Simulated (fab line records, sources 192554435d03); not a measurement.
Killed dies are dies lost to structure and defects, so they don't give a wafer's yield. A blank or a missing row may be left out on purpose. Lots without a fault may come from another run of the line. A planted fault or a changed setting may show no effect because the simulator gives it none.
fab line records | flow n5_finfet
record lots=24 wafers=72 last_day=17
route steps=1938 shown BEOL_M4@1043
lots that met no fault: from a run of the same line without faults
start_h: hours from the record's first day to the start of the lot's first wafer shown | wait_h: hours since the lot's step before | " the same as in the row above | L1.1+2: a row that stands for several wafers | - no value, or no start given | * or withheld: withheld | < > ~ a bound
route shown NAME@n: a module of which the file shows steps, and the number in the route of the first | usual: mean/standard deviation of fault-free wafers | same: alike in all rows | chamber/n: place in a boat | sites: the reading at each site | _std_site: their standard deviation | _edge_site: outer sites' mean less inner sites' | radius_mm: how far each site lies from the wafer's centre | mask NAME#n: copy n | behind: the tool/chamber that last shaped the wafer | hold: why the lot was held/for how many hours/how that ended | device: the transistor (n, p or np) that didn't switch | end of line: the same wafers' tests at the end of the route | a step without rows: its recipe alone | killed: dies lost to structure and defects at the first sort, not the wafer's yield | map: a wafer's dies, x killed, . not, _ none there
set.NAME: the setting as run; set.NAME@STEP: as run at that earlier step | model.NAME: the simulator's own value behind a step, which no gauge read
steps of the route over a sample of lots; a table a step, a row a wafer
services: from which hour (start_h, from the record's first day; less than 0 if before it) a tool's chamber was out of use, for how many hours, and why
## steps
# step N5_BEOL_M4_STRIP_66
# recipe chemistry=CF4 resist=SiARC power_w=300 bias_power_w=75 pressure_mtorr=50 cf4_flow_sccm=150 rf_frequency_hz=6e+07
# usual drypump_motor_current_A=5.5/0.37 oes_product_au=0.80/0.094 rf_vpp_V=270.9/1.9 showerhead_plenum_p_Torr=1.78/0.068 throttle_valve_pct=13.5/0.34
# columns lot.wafer tool chamber start_h wait_h drypump_motor_current_A oes_product_au rf_hours_counter_h rf_vpp_V showerhead_plenum_p_Torr throttle_valve_pct
L076.3 rie_diel-04 1 159.92 0.0 5.6 0.68 233 267.6 1.68 13.7
L076.5 " 1 " " 5.6 0.69 - 268.6 1.68 13.7
L076.6 " 3 " " 5.0 0.68 - 270.3 1.83 13.6
L074.2 rie_diel-05 1 162.87 0.0 5.6 0.80 67 270.6 1.74 13.3
L074.4 " 0 " " 4.8 0.70 189 267.5 1.74 13.9
L074.5 " 3 " " 5.0 0.69 - 272.5 1.86 13.8
L075.1 rie_diel-04 1 163.83 0.0 5.6 0.69 235 269.4 1.68 13.7
L075.2 " 0 " " 6.0 0.96 2 272.3 1.81 13.1
L075.5 " 1 " " 5.6 0.68 - 269.3 1.68 13.7
L077.2 rie_diel-04 1 174.04 0.0 5.6 0.68 239 269.6 1.68 13.7
L077.3 " 0 " " 6.0 0.92 6 271.7 1.81 13.1
L077.4 " 2 " " 5.7 0.70 - 271.7 1.84 14.0
L078.2 rie_diel-04 0 181.22 0.0 6.1 0.91 9 271.7 1.81 13.1
L078.3 " 1 " " 5.6 0.68 242 269.6 1.68 13.7
L078.4 " 2 " " 5.7 0.69 - 272.0 1.84 14.0
L079.2 rie_diel-05 2 184.17 0.0 5.7 0.77 148 269.0 1.66 13.9
L079.3 " 0 " " 4.8 0.70 196 268.7 1.74 13.9
L079.6 " 2 " " 5.7 0.77 - 267.1 1.66 13.9
L080.3 rie_diel-05 0 195.75 0.0 4.9 0.69 200 270.9 1.74 13.9
L080.4 " 1 " " 5.6 0.80 - 270.4 1.74 13.3
L080.6 " 2 " " 5.7 0.77 - 266.2 1.66 13.9
L081.3 rie_diel-01 0 205.82 0.0 6.0 0.88 49 269.3 1.77 13.4
L081.4 " 0 " " 6.0 0.87 - 269.1 1.77 13.4
L081.6 " 2 " " 5.4 0.82 - 271.7 1.81 13.4
L082.1 rie_diel-01 1 206.12 0.0 5.2 0.74 163 271.1 1.78 13.7
L082.2 " 0 " " 6.0 0.88 49 270.2 1.77 13.4
L082.3 " 2 " " 5.4 0.81 82 269.8 1.81 13.4
L083.2 rie_diel-05 2 214.40 0.0 5.7 0.76 157 267.6 1.66 14.0
L083.5 " 3 " " 5.0 0.68 - 271.6 1.85 13.8
L083.6 " 0 " " 4.9 0.69 - 269.4 1.74 13.9
L084.2 rie_diel-04 1 214.97 0.0 5.6 0.98 2 272.7 1.88 13.2
L084.3 " 0 " " 6.0 0.88 23 271.3 1.80 13.1
L084.4 " 0 " " 6.0 0.88 - 273.2 1.80 13.1
L085.1 rie_diel-04 1 225.85 0.0 5.6 0.96 6 274.2 1.88 13.2
L085.4 " 0 " " 6.0 0.87 - 271.0 1.80 13.2
L085.5 " 1 " " 5.6 0.96 - 273.9 1.88 13.2
L086.1 rie_diel-04 3 233.93 0.0 5.1 0.88 20 270.4 1.82 13.0
L086.2 " 1 " " 5.6 0.94 10 274.4 1.88 13.2
L086.6 " 2 " " 5.6 0.96 - 274.6 1.83 13.5
L087.1 rie_diel-04 3 243.58 0.0 5.0 0.86 24 271.8 1.82 13.0
L087.2 " 1 " " 5.6 0.93 14 272.7 1.88 13.2
L087.4 " 2 " " 5.7 0.93 4 271.8 1.83 13.5
L088.2 rie_diel-04 3 245.13 0.0 5.1 0.87 25 274.0 1.82 13.0
L088.5 " 0 " " 6.0 0.86 - 274.2 1.80 13.2
L088.6 " 3 " " 5.1 0.86 - 270.3 1.82 13.0
L089.1 rie_diel-01 2 255.32 0.0 5.4 0.79 98 271.9 1.80 13.5
L089.4 " 0 " " 6.0 0.85 66 269.3 1.76 13.4
L089.6 " 1 " " 5.2 0.72 - 271.6 1.77 13.7
L090.1 rie_diel-04 3 256.92 0.0 5.0 0.86 29 271.4 1.82 13.0
L090.3 " 1 " " 5.6 0.92 19 274.0 1.88 13.2
L090.5 " 1 " " 5.6 0.92 - 272.7 1.88 13.2
L091.2 rie_diel-05 2 257.26 0.0 5.7 0.75 170 267.5 1.66 14.0
L091.4 " 1 " " 5.6 0.78 - 269.0 1.73 13.4
L091.6 " 2 " " 5.7 0.75 - 268.7 1.66 14.0
L092.2 rie_diel-05 1 271.86 0.0 5.5 0.77 106 269.3 1.73 13.4
L092.4 " 0 " " 4.9 0.68 - 270.3 1.73 14.0
L092.6 " 2 " " 5.7 0.74 - 267.8 1.66 14.0
L093.2 rie_diel-05 0 274.77 0.0 4.8 0.67 226 268.5 1.73 14.0
L093.3 " 1 " " 5.6 0.77 107 270.1 1.73 13.4
L093.5 " 1 " " 5.6 0.77 - 269.8 1.73 13.4
L094.1 rie_diel-05 1 276.41 0.0 5.6 0.77 108 269.2 1.73 13.4
L094.5 " 1 " " 5.6 0.77 - 270.8 1.73 13.4
L094.6 " 0 " " 4.9 0.67 - 269.7 1.73 14.0
L095.1 rie_diel-04 1 284.83 0.0 5.6 0.90 30 273.0 1.87 13.2
L095.2 " 3 " " 5.1 0.83 43 272.1 1.81 13.1
L095.5 " 3 " " 5.1 0.84 - 272.2 1.81 13.1
L096.2 rie_diel-04 3 297.30 0.0 5.0 0.84 46 273.0 1.81 13.0
L096.4 " 0 " " 6.0 0.83 55 273.5 1.80 13.2
L096.6 " 1 " " 5.6 0.89 - 274.0 1.87 13.2
L097.3 rie_diel-05 1 298.86 0.0 5.6 0.76 117 270.4 1.73 13.4
L097.5 " 2 " " 5.7 0.74 - 269.9 1.65 14.0
L097.6 " 1 " " 5.5 0.76 - 269.9 1.73 13.4
# step N5_BEOL_M4_ETCH_70
# recipe chemistry=N2/H2 target=SOC target_depth_a=800 overetch_a=240 mask_material=SiARC temp_c=40 time_s=130 ion_energy_ev=200 pressure_mtorr=30 source_w=840 bias_w=150 n2_flow_sccm=200 h2_flow_sccm=200
# usual drypump_motor_current_A=5.6/0.36 h2_flow_sccm=200.0/0.58 oes_product_au=0.58/0.061 rf_vpp_V=523.7/2.7 showerhead_plenum_p_Torr=2.53/0.091 throttle_valve_pct=17.78/0.27
# columns lot.wafer tool chamber start_h wait_h drypump_motor_current_A h2_flow_sccm oes_product_au rf_hours_counter_h rf_vpp_V showerhead_plenum_p_Torr throttle_valve_pct
L075.1 rie_diel-01 1 169.48 0.0 5.2 199.7 0.55 147 522.6 2.54 17.88
L075.2 " 3 " " 6.0 200.1 0.52 201 526.6 2.63 17.98
L075.5 " 1 " " 5.2 200.5 0.56 - 523.6 2.54 17.86
L074.2 rie_diel-04 0 169.49 0.0 6.0 199.4 0.70 4 524.5 2.60 17.43
L074.4 " 0 " " 6.0 199.3 0.70 - 526.2 2.60 17.44
L074.5 " 1 " " 5.6 199.5 0.50 - 520.2 2.42 18.02
L076.3 rie_diel-05 2 170.32 0.0 5.7 199.5 0.57 143 517.9 2.36 18.32
L076.5 " 2 " " 5.7 200.1 0.58 - 518.1 2.36 18.33
L076.6 " 1 " " 5.6 199.9 0.60 - 520.7 2.47 17.61
L077.2 rie_diel-04 2 186.44 0.0 5.7 200.8 0.51 240 527.0 2.58 17.97
L077.3 " 0 " " 6.0 200.1 0.67 12 524.9 2.60 17.44
L077.4 " 1 " " 5.6 199.4 0.51 - 520.4 2.41 18.05
L079.2 rie_diel-01 0 190.00 0.0 6.0 201.3 0.66 42 522.2 2.47 17.52
L079.3 " 1 " " 5.2 200.9 0.55 155 523.5 2.54 17.87
L079.6 " 3 " " 5.9 200.6 0.52 - 525.9 2.63 17.97
L078.2 rie_diel-05 1 190.04 0.0 5.6 199.9 0.59 76 522.8 2.47 17.62
L078.3 " 0 " " 4.9 199.7 0.52 198 519.4 2.44 18.05
L078.4 " 3 " " 5.0 200.2 0.51 224 526.4 2.60 17.74
L080.3 rie_diel-04 0 198.80 0.0 6.0 200.5 0.67 17 525.8 2.60 17.44
L080.4 " 0 " " 6.0 201.0 0.67 - 525.8 2.60 17.46
L080.6 " 2 " " 5.7 200.1 0.51 - 525.9 2.58 17.98
L081.3 rie_diel-05 1 209.42 0.0 5.6 199.4 0.59 82 520.6 2.47 17.62
L081.4 " 0 " " 4.9 199.8 0.51 205 520.3 2.43 18.08
L081.6 " 3 " " 5.0 200.1 0.51 - 525.8 2.60 17.74
L082.1 rie_diel-01 0 209.66 0.0 6.0 199.7 0.65 50 522.7 2.46 17.53
L082.2 " 2 " " 5.4 198.4 0.61 83 526.0 2.56 17.55
L082.3 " 1 " " 5.2 200.0 0.54 164 523.5 2.53 17.88
L084.2 rie_diel-01 3 216.96 0.0 6.0 200.1 0.52 212 526.8 2.63 18.00
L084.3 " 1 " " 5.2 199.5 0.54 167 522.9 2.53 17.90
L084.4 " 0 " " 6.0 199.8 0.65 53 523.3 2.46 17.53
L083.2 rie_diel-04 0 217.08 0.0 6.1 201.1 0.65 24 524.8 2.59 17.47
L083.5 " 0 " " 6.0 201.0 0.65 - 526.0 2.59 17.46
L083.6 " 1 " " 5.6 200.3 0.73 - 528.8 2.73 17.68
L085.1 rie_diel-01 2 235.03 0.0 5.4 200.3 0.59 92 523.3 2.55 17.58
L085.4 " 3 " " 5.9 200.1 0.52 219 526.6 2.63 18.00
L085.5 " 2 " " 5.4 200.1 0.60 - 523.6 2.55 17.58
L086.1 rie_diel-01 1 240.80 0.0 5.2 200.0 0.54 176 523.5 2.53 17.92
L086.2 " 3 " " 5.9 198.8 0.52 221 525.7 2.63 18.01
L086.6 " 1 " " 5.2 199.7 0.54 - 523.0 2.53 17.92
L087.1 rie_diel-05 1 247.93 0.0 5.6 200.6 0.58 94 522.1 2.46 17.66
L087.2 " 3 " " 5.0 200.3 0.50 242 525.4 2.60 17.77
L087.4 " 3 " " 5.0 200.2 0.50 - 526.2 2.60 17.76
L088.2 rie_diel-01 2 247.93 0.0 5.4 200.1 0.59 96 525.5 2.55 17.58
L088.5 " 2 " " 5.4 199.8 0.60 - 523.9 2.55 17.59
L088.6 " 1 " " 5.2 199.6 0.53 - 524.0 2.53 17.91
L089.1 rie_diel-01 0 258.84 0.0 6.0 200.1 0.64 67 521.4 2.45 17.57
L089.4 " 2 " " 5.4 199.8 0.59 100 524.5 2.55 17.60
L089.6 " 3 " " 5.9 199.3 0.51 - 525.6 2.62 18.02
L090.1 rie_diel-05 1 269.71 0.0 5.6 199.2 0.57 104 522.5 2.46 17.68
L090.3 " 2 " " 5.7 200.1 0.56 176 517.4 2.34 18.38
L090.5 " 2 " " 5.7 200.0 0.56 - 517.2 2.34 18.39
L091.2 rie_diel-04 1 275.04 0.0 5.6 199.9 0.66 27 528.6 2.72 17.73
L091.4 " 3 " " 5.1 199.3 0.63 38 526.2 2.61 17.39
L091.6 " 1 " " 5.6 200.2 0.68 - 528.2 2.72 17.74
L093.2 rie_diel-01 3 279.49 0.0 5.9 199.7 0.52 228 525.8 2.62 18.01
L093.3 " 0 " " 6.0 200.3 0.63 70 521.2 2.45 17.58
L093.5 " 2 " " 5.4 199.8 0.60 - 524.2 2.55 17.59
L092.2 rie_diel-04 1 279.62 0.0 5.6 199.5 0.67 29 527.7 2.72 17.73
L092.4 " 3 " " 5.0 198.8 0.63 40 524.9 2.60 17.39
L092.6 " 2 " " 5.7 199.4 0.66 - 525.4 2.56 17.69
L094.1 rie_diel-01 1 283.22 0.0 5.2 199.8 0.54 186 523.4 2.52 17.93
L094.5 " 2 " " 5.4 199.7 0.59 - 523.2 2.55 17.60
L094.6 " 3 " " 5.9 200.0 0.51 - 526.5 2.62 18.02
L097.3 rie_diel-01 0 302.47 0.0 6.0 200.5 0.62 79 521.2 2.45 17.59
L097.5 " 1 " " 5.2 200.9 0.53 - 524.0 2.52 17.95
L097.6 " 0 " " 6.0 199.1 0.62 - 522.1 2.45 17.58
L095.1 rie_diel-04 0 302.49 0.0 6.0 200.3 0.61 57 522.6 2.58 17.53
L095.2 " 1 " " 5.6 200.2 0.67 35 528.0 2.72 17.75
L095.5 " 0 " " 6.0 200.3 0.62 - 525.4 2.58 17.52
L096.2 rie_diel-05 1 306.50 0.0 5.6 199.5 0.56 120 521.2 2.45 17.69
L096.4 " 0 " " 4.9 200.2 0.49 - 520.6 2.42 18.15
L096.6 " 2 " " 5.7 200.8 0.54 - 517.9 2.34 18.42
# step N5_BEOL_M4_STRIP_36
# recipe chemistry=N2/H2 power_w=450 temp_c=40 pressure_mtorr=20 rf_frequency_hz=6e+07 overash_fraction=0.3 bias_power_w=7 h2_frac=0.5 n2_flow_sccm=200 h2_flow_sccm=200
# usual drypump_motor_current_A=5.6/0.37 h2_flow_sccm=200.0/0.62 oes_product_au=0.79/0.087 rf_vpp_V=59.1/1.6 showerhead_plenum_p_Torr=2.53/0.091 throttle_valve_pct=23.6/0.31
# columns lot.wafer tool chamber start_h wait_h drypump_motor_current_A h2_flow_sccm oes_product_au rf_hours_counter_h rf_vpp_V showerhead_plenum_p_Torr throttle_valve_pct
L075.1 rie_diel-01 1 169.64 0.0 5.2 199.9 0.76 147 60.9 2.54 23.7
L075.2 " 3 " " 5.9 199.9 0.71 201 59.4 2.63 23.8
L075.5 " 1 " " 5.2 200.0 0.77 - 61.5 2.54 23.7
L074.2 rie_diel-04 0 169.66 0.0 6.0 200.8 0.95 4 61.5 2.60 23.2
L074.4 " 0 " " 6.0 199.7 0.96 - 59.0 2.60 23.2
L074.5 " 1 " " 5.6 200.8 0.70 - 60.8 2.41 23.8
L076.3 rie_diel-05 2 170.49 0.0 5.7 200.9 0.76 143 58.6 2.35 24.3
L076.5 " 2 " " 5.7 200.6 0.76 - 58.6 2.35 24.4
L076.6 " 1 " " 5.6 199.0 0.80 - 59.2 2.47 23.5
L077.2 rie_diel-04 2 186.61 0.0 5.7 200.7 0.69 241 58.7 2.58 23.6
L077.3 " 0 " " 6.0 200.3 0.94 12 56.9 2.59 23.2
L077.4 " 1 " " 5.6 199.4 0.70 - 60.0 2.41 23.8
L079.2 rie_diel-01 0 190.17 0.0 6.0 200.8 0.92 42 62.3 2.46 23.4
L079.3 " 1 " " 5.2 200.4 0.77 155 61.0 2.53 23.7
L079.6 " 3 " " 5.9 200.8 0.70 - 59.9 2.63 23.7
L078.2 rie_diel-05 1 190.20 0.0 5.5 200.3 0.80 76 59.9 2.47 23.5
L078.3 " 0 " " 4.8 200.3 0.72 198 59.6 2.43 23.9
L078.4 " 3 " " 5.0 200.6 0.71 225 60.5 2.60 23.3
L080.3 rie_diel-04 0 198.97 0.0 6.0 199.7 0.90 17 56.8 2.59 23.2
L080.4 " 0 " " 6.0 199.6 0.93 - 60.3 2.59 23.2
L080.6 " 2 " " 5.7 201.2 0.69 - 57.2 2.57 23.6
L081.3 rie_diel-05 1 209.59 0.0 5.6 200.0 0.78 82 59.9 2.46 23.5
L081.4 " 0 " " 4.9 200.0 0.70 205 59.2 2.43 23.9
L081.6 " 3 " " 5.0 199.5 0.71 - 57.6 2.60 23.3
L082.1 rie_diel-01 0 209.82 0.0 6.0 199.3 0.90 51 57.2 2.46 23.4
L082.2 " 2 " " 5.4 200.0 0.82 83 60.1 2.55 23.3
L082.3 " 1 " " 5.2 199.6 0.76 164 57.5 2.53 23.7
L084.2 rie_diel-01 3 217.13 0.0 5.9 199.5 0.70 213 57.4 2.63 23.8
L084.3 " 1 " " 5.2 199.4 0.75 167 57.7 2.53 23.6
L084.4 " 0 " " 6.0 200.2 0.90 53 57.0 2.46 23.4
L083.2 rie_diel-04 0 217.25 0.0 6.0 201.5 0.88 24 62.3 2.59 23.3
L083.5 " 0 " " 6.0 200.6 0.87 - 58.6 2.59 23.2
L083.6 " 1 " " 5.6 200.3 1.02 - 60.4 2.73 23.6
L085.1 rie_diel-01 2 235.20 0.0 5.4 198.4 0.80 92 59.0 2.55 23.3
L085.4 " 3 " " 6.0 199.8 0.70 219 58.9 2.62 23.8
L085.5 " 2 " " 5.4 199.3 0.81 - 59.0 2.55 23.4
L086.1 rie_diel-01 1 240.97 0.0 5.2 199.8 0.74 176 57.0 2.52 23.7
L086.2 " 3 " " 5.9 199.8 0.71 221 59.0 2.62 23.8
L086.6 " 1 " " 5.2 199.2 0.74 - 59.3 2.52 23.7
L087.1 rie_diel-05 1 248.09 0.0 5.6 200.6 0.76 94 59.2 2.46 23.6
L087.2 " 3 " " 5.0 199.9 0.69 242 58.9 2.59 23.3
L087.4 " 3 " " 5.0 200.4 0.69 - 60.9 2.59 23.3
L088.2 rie_diel-01 2 248.10 0.0 5.4 199.7 0.81 96 62.8 2.55 23.3
L088.5 " 2 " " 5.4 199.7 0.81 - 58.2 2.55 23.3
L088.6 " 1 " " 5.2 200.5 0.75 - 57.3 2.52 23.7
L089.1 rie_diel-01 0 259.01 0.0 6.0 199.7 0.87 67 57.1 2.45 23.4
L089.4 " 2 " " 5.4 200.7 0.80 100 56.8 2.54 23.3
L089.6 " 3 " " 6.0 199.8 0.70 - 59.7 2.62 23.8
L090.1 rie_diel-05 1 269.88 0.0 5.6 199.4 0.75 104 60.0 2.45 23.5
L090.3 " 2 " " 5.7 199.8 0.75 176 57.3 2.34 24.3
L090.5 " 2 " " 5.7 199.7 0.75 - 57.3 2.34 24.4
L091.2 rie_diel-04 1 275.21 0.0 5.6 200.0 0.93 27 60.3 2.71 23.7
L091.4 " 3 " " 5.1 200.3 0.86 38 59.0 2.60 23.2
L091.6 " 1 " " 5.6 200.9 0.94 - 60.3 2.72 23.7
L093.2 rie_diel-01 3 279.65 0.0 6.0 199.9 0.68 228 56.2 2.62 23.8
L093.3 " 0 " " 6.0 199.5 0.87 70 58.4 2.45 23.4
L093.5 " 2 " " 5.4 199.8 0.79 - 60.4 2.54 23.4
L092.2 rie_diel-04 1 279.79 0.0 5.6 201.4 0.94 29 60.4 2.72 23.7
L092.4 " 3 " " 5.1 200.2 0.84 40 58.7 2.60 23.2
L092.6 " 2 " " 5.7 199.4 0.89 - 61.0 2.56 23.5
L094.1 rie_diel-01 1 283.38 0.0 5.2 200.0 0.73 186 58.6 2.52 23.7
L094.5 " 2 " " 5.4 200.1 0.79 - 57.6 2.54 23.4
L094.6 " 3 " " 5.9 200.6 0.69 - 60.1 2.62 23.8
L097.3 rie_diel-01 0 302.64 0.0 6.0 200.1 0.86 79 59.2 2.45 23.5
L097.5 " 1 " " 5.2 199.2 0.74 - 59.1 2.52 23.7
L097.6 " 0 " " 6.0 200.0 0.86 - 60.2 2.45 23.4
L095.1 rie_diel-04 0 302.66 0.0 6.0 199.7 0.83 57 63.2 2.57 23.3
L095.2 " 1 " " 5.6 199.0 0.93 35 59.6 2.71 23.7
L095.5 " 0 " " 6.0 200.7 0.84 - 60.6 2.57 23.3
L096.2 rie_diel-05 1 306.66 0.0 5.6 201.2 0.74 120 56.8 2.45 23.6
L096.4 " 0 " " 4.9 199.9 0.69 - 61.6 2.42 23.9
L096.6 " 2 " " 5.7 199.3 0.73 - 57.0 2.33 24.4
# step N5_BEOL_M4_OCD_MEAS_38
# usual trench_depth_nm=55.2/1.2
# columns lot.wafer tool chamber start_h wait_h trench_depth_nm
L075.1 ocd-02 - 169.84 - 54.5
L075.2 " - " " 55.3
L075.5 " - " " 55.3
L074.2 ocd-02 - 169.85 - 56.0
L074.4 " - " " 56.1
L074.5 " - " " 54.3
L076.3 ocd-02 - 170.68 - 55.2
L076.5 " - " " 55.9
L076.6 " - " " 53.9
L077.2 ocd-02 - 186.80 - 52.9
L077.3 " - " " 55.6
L077.4 " - " " 54.6
L079.2 ocd-01 - 190.36 - 55.1
L079.3 " - " " 54.8
L079.6 " - " " 54.5
L078.2 ocd-02 - 190.40 - 52.6
L078.3 " - " " 55.3
L078.4 " - " " 56.9
L080.3 ocd-02 - 199.17 - 55.6
L080.4 " - " " 56.3
L080.6 " - " " 54.2
L081.3 ocd-02 - 209.78 - 52.7
L081.4 " - " " 55.0
L081.6 " - " " 56.7
L082.1 ocd-02 - 210.02 - 55.7
L082.2 " - " " 56.6
L082.3 " - " " 54.6
L084.2 ocd-02 - 217.32 - 55.7
L084.3 " - " " 54.4
L084.4 " - " " 55.8
L083.2 ocd-02 - 217.44 - 55.1
L083.5 " - " " 54.9
L083.6 " - " " 55.5
L085.1 ocd-02 - 235.39 - 56.8
L085.4 " - " " 54.5
L085.5 " - " " 56.5
L086.1 ocd-01 - 241.16 - 53.7
L086.2 " - " " 54.4
L086.6 " - " " 54.5
L087.1 ocd-02 - 248.29 - 52.3
L087.2 " - " " 55.9
L087.4 " - " " 56.1
L088.2 ocd-01 - 248.29 - 56.0
L088.5 " - " " 56.7
L088.6 " - " " 54.3
L089.1 ocd-01 - 259.20 - 55.0
L089.4 " - " " 56.1
L089.6 " - " " 55.1
L090.1 ocd-01 - 270.07 - 53.5
L090.3 " - " " 55.3
L090.5 " - " " 55.9
L091.2 ocd-02 - 275.40 - 54.4
L091.4 " - " " 56.4
L091.6 " - " " 54.6
L093.2 ocd-01 - 279.85 - 54.7
L093.3 " - " " 53.9
L093.5 " - " " 56.7
L092.2 ocd-02 - 279.98 - 55.2
L092.4 " - " " 57.1
L092.6 " - " " 54.9
L094.1 ocd-02 - 283.58 - 54.0
L094.5 " - " " 56.1
L094.6 " - " " 54.3
L097.3 ocd-01 - 302.84 - 54.0
L097.5 " - " " 53.7
L097.6 " - " " 54.2
L095.1 ocd-02 - 302.85 - 55.1
L095.2 " - " " 54.9
L095.5 " - " " 54.9
L096.2 ocd-01 - 306.86 - 52.9
L096.4 " - " " 55.5
L096.6 " - " " 54.7
# step N5_BEOL_M4_CD_MEAS_35
# recipe target_cd_nm=18 target_cd_y_nm=22.4 polarity=opening
# usual cd_nm=18.1/0.41
# columns lot.wafer tool chamber start_h wait_h cd_nm
L075.1 cd_sem-03 - 169.99 0.0 18.3
L075.2 " - " " 17.6
L075.5 " - " " 18.2
L074.2 cd_sem-03 - 170.01 0.0 18.4
L074.4 " - " " 18.4
L074.5 " - " " 18.8
L076.3 cd_sem-03 - 170.84 0.0 18.7
L076.5 " - " " 18.8
L076.6 " - " " 18.1
L077.2 cd_sem-01 - 186.96 0.0 18.2
L077.3 " - " " 17.6
L077.4 " - " " 17.6
L079.2 cd_sem-03 - 190.51 0.0 18.0
L079.3 " - " " 18.1
L079.6 " - " " 17.6
L078.2 cd_sem-02 - 190.55 0.0 17.8
L078.3 " - " " 18.0
L078.4 " - " " 17.8
L080.3 cd_sem-02 - 199.32 0.0 18.0
L080.4 " - " " 18.2
L080.6 " - " " 17.9
L081.3 cd_sem-03 - 209.94 0.0 17.8
L081.4 " - " " 18.0
L081.6 " - " " 18.9
L082.1 cd_sem-02 - 210.17 0.0 17.8
L082.2 " - " " 16.8
L082.3 " - " " 17.9
L084.2 cd_sem-01 - 217.47 0.0 18.3
L084.3 " - " " 18.2
L084.4 " - " " 18.1
L083.2 cd_sem-03 - 217.60 0.0 17.8
L083.5 " - " " 18.1
L083.6 " - " " 17.5
L085.1 cd_sem-02 - 235.54 0.0 17.8
L085.4 " - " " 17.7
L085.5 " - " " 17.4
L086.1 cd_sem-02 - 241.31 0.0 18.7
L086.2 " - " " 18.4
L086.6 " - " " 18.1
L087.1 cd_sem-03 - 248.44 0.0 18.1
L087.2 " - " " 17.3
L087.4 " - " " 17.7
L088.2 cd_sem-02 - 248.45 0.0 18.4
L088.5 " - " " 18.3
L088.6 " - " " 18.4
L089.1 cd_sem-02 - 259.35 0.0 18.7
L089.4 " - " " 18.2
L089.6 " - " " 18.8
L090.1 cd_sem-01 - 270.25 0.0 18.4
L090.3 " - " " 18.0
L090.5 " - " " 18.4
L091.2 cd_sem-03 - 275.56 0.0 17.6
L091.4 " - " " 18.0
L091.6 " - " " 18.3
L093.2 cd_sem-02 - 280.00 0.0 18.7
L093.3 " - " " 18.5
L093.5 " - " " 18.1
L092.2 cd_sem-02 - 280.23 0.0 18.3
L092.4 " - " " 17.8
L092.6 " - " " 17.9
L094.1 cd_sem-02 - 283.73 0.0 18.6
L094.5 " - " " 18.0
L094.6 " - " " 18.7
L097.3 cd_sem-01 - 302.99 0.0 18.8
L097.5 " - " " 18.3
L097.6 " - " " 18.2
L095.1 cd_sem-03 - 303.00 0.0 16.8
L095.2 " - " " 17.9
L095.5 " - " " 17.8
L096.2 cd_sem-02 - 307.01 0.0 18.1
L096.4 " - " " 18.1
L096.6 " - " " 17.7
# step N5_BEOL_M4_ANNEAL_80
# recipe temp_c=400 time_s=240 ambient=vacuum
# usual heater_power_w=806/57 susceptor_temp_C_max=401.0/0.39
# columns lot.wafer tool chamber start_h wait_h heater_power_w susceptor_temp_C_max
L075.1 pvd_sputter-03 - 171.39 0.0 746 401.1
L075.2 " - " " 780 400.6
L075.5 " - " " 795 400.5
L074.2 pvd_sputter-01 - 171.64 0.0 888 400.5
L074.4 " - " " 804 400.8
L074.5 " - " " 875 400.4
L076.3 pvd_sputter-03 - 173.61 0.0 713 401.1
L076.5 " - " " 712 401.4
L076.6 " - " " 764 401.7
L077.2 pvd_sputter-01 - 188.90 0.0 796 400.5
L077.3 " - " " 811 402.0
L077.4 " - " " 806 400.7
L079.2 pvd_sputter-03 - 192.34 0.0 776 401.3
L079.3 " - " " 742 401.4
L079.6 " - " " 706 401.7
L078.2 pvd_sputter-01 - 192.50 0.0 842 400.8
L078.3 " - " " 871 400.7
L078.4 " - " " 849 402.0
L080.3 pvd_sputter-03 - 200.90 0.0 719 400.8
L080.4 " - " " 750 401.5
L080.6 " - " " 761 400.7
L081.3 pvd_sputter-02 - 211.13 0.0 960 401.1
L081.4 " - " " 751 400.9
L081.6 " - " " 871 400.9
L082.1 pvd_sputter-03 - 211.46 0.0 805 400.5
L082.2 " - " " 717 400.8
L082.3 " - " " 778 401.1
L084.2 pvd_sputter-03 - 218.63 0.0 781 401.2
L084.3 " - " " 713 401.4
L084.4 " - " " 769 401.5
L083.2 pvd_sputter-01 - 219.19 0.0 848 401.7
L083.5 " - " " 811 400.7
L083.6 " - " " 889 400.7
L085.1 pvd_sputter-03 - 237.21 0.0 726 401.2
L085.4 " - " " 757 401.6
L085.5 " - " " 712 401.1
L086.1 pvd_sputter-01 - 242.24 0.0 809 401.0
L086.2 " - " " 843 401.8
L086.6 " - " " 860 401.5
L088.2 pvd_sputter-01 - 249.69 0.0 806 400.2
L088.5 " - " " 873 400.6
L088.6 " - " " 852 400.2
L087.1 pvd_sputter-03 - 249.78 0.0 813 400.7
L087.2 " - " " 788 401.0
L087.4 " - " " 775 401.0
L089.1 pvd_sputter-02 - 261.09 0.0 867 401.1
L089.4 " - " " 770 401.2
L089.6 " - " " 856 401.0
L090.1 pvd_sputter-02 - 273.37 0.0 768 401.1
L090.3 " - " " 775 401.1
L090.5 " - " " 755 401.6
L091.2 pvd_sputter-02 - 276.55 0.0 743 401.5
L091.4 " - " " 916 400.9
L091.6 " - " " 882 401.0
L092.2 pvd_sputter-03 - 281.83 0.0 788 400.8
L092.4 " - " " 723 401.5
L092.6 " - " " 790 400.8
L093.2 pvd_sputter-02 - 281.95 0.0 790 401.2
L093.3 " - " " 928 401.2
L093.5 " - " " 785 401.3
L094.1 pvd_sputter-02 - 284.93 0.0 744 400.6
L094.5 " - " " 758 400.8
L094.6 " - " " 849 401.0
L097.3 pvd_sputter-02 - 304.03 0.0 760 401.3
L097.5 " - " " 794 400.7
L097.6 " - " " 923 400.7
L095.1 pvd_sputter-01 - 304.14 0.0 856 401.7
L095.2 " - " " 861 400.5
L095.5 " - " " 818 401.1
L096.2 pvd_sputter-01 - 308.39 0.0 851 401.7
L096.4 " - " " 874 400.5
L096.6 " - " " 812 400.7
## services
# columns tool chamber start_h hours kind
rie_diel-04 0 146.67 - clean
rie_diel-04 0 146.67 - consumable_replace:focus_ring
rie_diel-04 0 146.67 13.9 scheduled_down
rie_diel-04 0 146.67 13.9 vent_cycle
rie_diel-05 0 148.21 4.6 repair
rie_diel-04 3 160.57 - clean
rie_diel-04 3 160.57 - consumable_replace:focus_ring
rie_diel-04 3 160.57 28.2 scheduled_down
rie_diel-04 3 160.57 28.2 vent_cycle
rie_diel-01 3 195.47 16.5 repair
rie_diel-04 1 196.86 - clean
rie_diel-04 1 196.86 - consumable_replace:focus_ring
rie_diel-04 1 196.86 - consumable_replace:showerhead
rie_diel-04 1 196.86 14.6 scheduled_down
rie_diel-04 1 196.86 14.6 vent_cycle
rie_diel-04 0 199.60 4.3 repair
rie_diel-04 2 211.62 - clean
rie_diel-04 2 211.62 - consumable_replace:focus_ring
rie_diel-04 2 211.62 19.5 scheduled_down
rie_diel-04 2 211.62 19.5 vent_cycle
rie_diel-05 0 245.48 11.8 repair
rie_diel-01 - 259.93 15.6 pm
rie_diel-01 1 286.84 1.3 repair
rie_diel-05 3 295.88 15.1 repair
## key
fault none
